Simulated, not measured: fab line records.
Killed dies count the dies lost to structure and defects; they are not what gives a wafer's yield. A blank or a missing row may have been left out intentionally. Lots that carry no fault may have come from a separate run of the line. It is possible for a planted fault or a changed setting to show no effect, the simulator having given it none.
Which tool is to blame? | flow n5_finfet | Sampling: 10 lots, 30 wafers, 5 of 1938 route steps

== WHAT THE GAUGES READ, wafer by wafer ==
N5_BEOL_M4_RC_MEAS_101.
lot  | measured     | on        | DIBL_N (mV/V)  | DIBL_P (mV/V)  | IOFF_N (nA/um)    | IOFF_P (nA/um)    | ION_N (uA/um) | ION_P (uA/um) | SS_N (mV/dec)  | SS_P (mV/dec)  | VT_N (mV)         | VT_P (mV)
L509 | day 7 20:59  | prober-02 | 35.8 38.3 36.7 | 35.3 37.5 37.0 | 0.140 0.177 0.152 | 0.185 0.224 0.201 | 661 671 670   | 459 462 465   | 71.2 72.1 71.2 | 72.5 73.1 72.9 | 250.8 248.6 249.0 | -250 -247 -249
L510 | day 8 03:10  | prober-01 | 38.3 36.7 36.8 | 37.0 34.9 34.5 | 0.170 0.139 0.136 | 0.252 0.215 0.199 | 673 661 669   | 472 462 468   | 71.9 71.2 70.9 | 73.3 73.9 73.2 | 252.2 254.3 253.8 | -249 -248 -249
L514 | day 9 09:45  | prober-02 | 35.2 37.9 36.1 | 34.1 36.5 35.4 | 0.142 0.191 0.153 | 0.178 0.215 0.193 | 667 691 671   | 462 463 459   | 71.2 72.1 71.2 | 73.3 73.6 73.2 | 253.4 248.8 251.1 | -255 -253 -253
L520 | day 10 15:59 | prober-02 | 35.2 36.1 38.4 | 36.0 36.6 39.9 | 0.148 0.172 0.212 | 0.232 0.246 0.302 | 675 668 682   | 468 468 472   | 70.5 71.4 71.5 | 72.0 72.3 73.9 | 250.1 247.9 244.5 | -248 -247 -244
L521 | day 11 08:19 | prober-02 | 35.3 36.1 35.1 | 34.8 35.7 34.3 | 0.152 0.169 0.143 | 0.225 0.241 0.211 | 682 677 679   | 475 469 467   | 71.4 71.4 71.5 | 72.7 73.3 72.6 | 248.2 247.0 249.3 | -247 -247 -250
L522 | day 11 06:36 | prober-01 | 34.8 35.3 36.8 | 35.5 36.7 38.5 | 0.147 0.165 0.186 | 0.234 0.258 0.295 | 664 683 668   | 466 474 473   | 71.8 72.0 73.2 | 73.1 73.3 73.8 | 249.3 247.6 245.2 | -247 -245 -242
L523 | day 11 18:43 | prober-02 | 34.4 35.7 35.8 | 35.2 37.0 36.9 | 0.136 0.159 0.158 | 0.204 0.217 0.223 | 666 682 670   | 464 461 466   | 71.6 71.2 71.7 | 73.7 73.5 73.5 | 253.6 253.2 249.6 | -250 -250 -249
L525 | day 11 22:12 | prober-02 | 35.7 33.7 35.3 | 36.0 32.7 35.5 | 0.149 0.110 0.152 | 0.210 0.162 0.212 | 663 665 682   | 454 457 468   | 70.7 70.4 71.2 | 72.8 72.7 73.4 | 249.4 255.0 249.5 | -250 -256 -247
L527 | day 12 19:00 | prober-01 | 37.9 38.4 39.1 | 38.8 39.5 39.8 | 0.177 0.187 0.197 | 0.227 0.243 0.247 | 684 682 685   | 464 465 468   | 71.6 71.8 71.8 | 73.8 74.3 74.1 | 247.7 247.3 247.4 | -250 -249 -246
L531 | day 13 22:22 | prober-02 | 35.7 33.3 35.0 | 37.9 34.6 36.6 | 0.170 0.127 0.151 | 0.230 0.184 0.217 | 681 675 675   | 472 467 465   | 72.5 71.0 71.1 | 73.4 72.6 73.3 | 250.1 252.1 250.0 | -248 -251 -249

== WHAT TOOL EACH LOT RAN ON (gives the tool, then ch and the chambers of the sampled wafers, and finally the start) ==
lot  | N5_BEOL_M1_SPUTTER_48        | N5_BEOL_M1_ANNEAL_80         | N5_BEOL_M1_SPUTTER_88        | N5_BEOL_M1_ANNEAL_91
L509 | pvd_sputter-02, day 6 09:13  | pvd_sputter-02, day 6 09:31  | pvd_sputter-02, day 6 10:05  | pvd_sputter-02, day 6 10:23
L510 | pvd_sputter-03, day 6 13:07  | pvd_sputter-03, day 6 13:25  | pvd_sputter-03, day 6 13:59  | pvd_sputter-03, day 6 14:17
L514 | pvd_sputter-02, day 7 18:24  | pvd_sputter-02, day 7 18:42  | pvd_sputter-02, day 7 19:17  | pvd_sputter-02, day 7 19:35
L520 | pvd_sputter-02, day 9 06:09  | pvd_sputter-02, day 9 06:27  | pvd_sputter-02, day 9 07:02  | pvd_sputter-02, day 9 07:20
L521 | pvd_sputter-01, day 9 13:02  | pvd_sputter-01, day 9 13:20  | pvd_sputter-01, day 9 13:55  | pvd_sputter-01, day 9 14:13
L522 | pvd_sputter-02, day 9 16:22  | pvd_sputter-02, day 9 16:40  | pvd_sputter-02, day 9 17:15  | pvd_sputter-02, day 9 17:33
L523 | pvd_sputter-03, day 9 21:56  | pvd_sputter-03, day 9 22:14  | pvd_sputter-03, day 9 22:49  | pvd_sputter-03, day 9 23:07
L525 | pvd_sputter-02, day 10 14:20 | pvd_sputter-02, day 10 14:38 | pvd_sputter-02, day 10 15:13 | pvd_sputter-02, day 10 15:31
L527 | pvd_sputter-02, day 10 22:43 | pvd_sputter-02, day 10 23:01 | pvd_sputter-02, day 10 23:35 | pvd_sputter-02, day 10 23:53
L531 | pvd_sputter-01, day 12 02:04 | pvd_sputter-01, day 12 02:22 | pvd_sputter-01, day 12 02:56 | pvd_sputter-01, day 12 03:14
- N5_BEOL_M1_SPUTTER_48: material Cu, target thk 4.5 nm, time 8.29 s.
- N5_BEOL_M1_ANNEAL_80: time 240 s.
- N5_BEOL_M1_SPUTTER_88: material Cu, target thk 4.5 nm, time 8.29 s.
- N5_BEOL_M1_ANNEAL_91: time 240 s.

== AS READ BY THE TOOLS THEMSELVES (means over the sampled wafers that have a number; for cases with no such wafer, the mark the record gives instead) ==
N5_BEOL_M1_SPUTTER_48.
lot  | tool           | chuck_sensor_temp_C (C) | throttle_valve_pct (%)
L509 | pvd_sputter-02 | -15.6                   | 30.7
L510 | pvd_sputter-03 | -16.0                   | 30.0
L514 | pvd_sputter-02 | -15.7                   | 30.6
L520 | pvd_sputter-02 | -15.5                   | 30.4
L521 | pvd_sputter-01 | -15.7                   | 30.7
L522 | pvd_sputter-02 | -15.4                   | 30.8
L523 | pvd_sputter-03 | -16.0                   | 30.2
L525 | pvd_sputter-02 | -16.0                   | 30.4
L527 | pvd_sputter-02 | -15.5                   | 30.7
L531 | pvd_sputter-01 | -15.6                   | 30.4

N5_BEOL_M1_ANNEAL_80.
lot  | tool           | heater_power_w (W) | susceptor_temp_C (C)
L509 | pvd_sputter-02 | 793                | 399.93
L510 | pvd_sputter-03 | 842                | 400.13
L514 | pvd_sputter-02 | 782                | 400.03
L520 | pvd_sputter-02 | -                  | -
L521 | pvd_sputter-01 | -                  | -
L522 | pvd_sputter-02 | -                  | -
L523 | pvd_sputter-03 | 906                | 399.99
L525 | pvd_sputter-02 | 733                | 399.94
L527 | pvd_sputter-02 | 867                | 400.12
L531 | pvd_sputter-01 | 878                | 399.78

N5_BEOL_M1_SPUTTER_88.
lot  | tool           | chuck_sensor_temp_C (C) | throttle_valve_pct (%)
L509 | pvd_sputter-02 | -15.6                   | 30.7
L510 | pvd_sputter-03 | -15.9                   | 30.1
L514 | pvd_sputter-02 | -15.7                   | 30.5
L520 | pvd_sputter-02 | -15.6                   | 30.5
L521 | pvd_sputter-01 | -15.7                   | 30.7
L522 | pvd_sputter-02 | -15.3                   | 31.0
L523 | pvd_sputter-03 | -16.0                   | 30.3
L525 | pvd_sputter-02 | -16.1                   | 30.5
L527 | pvd_sputter-02 | -15.4                   | 30.7
L531 | pvd_sputter-01 | -15.6                   | 30.3

N5_BEOL_M1_ANNEAL_91.
lot  | tool           | heater_power_w (W) | susceptor_temp_C (C)
L509 | pvd_sputter-02 | 788                | 400.12
L510 | pvd_sputter-03 | 843                | 400.03
L514 | pvd_sputter-02 | 784                | 400.17
L520 | pvd_sputter-02 | 814                | 399.99
L521 | pvd_sputter-01 | 840                | 399.97
L522 | pvd_sputter-02 | 859                | 399.99
L523 | pvd_sputter-03 | 893                | 399.94
L525 | pvd_sputter-02 | 739                | 400.06
L527 | pvd_sputter-02 | 871                | 399.97
L531 | pvd_sputter-01 | 885                | 399.93

== THE ANSWER, worked out from the rows above alone ==
Rule: what is usual is taken from the lots themselves. The widest of any qualifying gaps counts: lots, ordered by their means at a reading, are off when they make up no more than a third of the lots, leave a main group of 4 or more, and stand apart from it by 3 or more times the standard deviation of that group's means. A main group whose means are all the same, to the digits that the tables above print for the reading, isn't used. Also off: a lot with no number at a reading for which 4 or more lots have one. The other lots that the step has rows for count as sound. First the gauges in route order, then the tools' own readings, where a lot's mean is used as printed above. At the first step where some lot is off, the reading lying furthest off is the one used; lots without a number count as furthest.
Off: L520, L521, L522 (N5_BEOL_M1_ANNEAL_80, heater_power_w). Without a number there: L520, L521, L522. Main group: mean 829 W, sd 57.
A tool fits if, at that step or a process step before it, it ran every lot that is off, and no sound lot after the first of them. Not one of the candidates tried fits.

== WHAT THE SIMULATOR HAD INSERTED ==
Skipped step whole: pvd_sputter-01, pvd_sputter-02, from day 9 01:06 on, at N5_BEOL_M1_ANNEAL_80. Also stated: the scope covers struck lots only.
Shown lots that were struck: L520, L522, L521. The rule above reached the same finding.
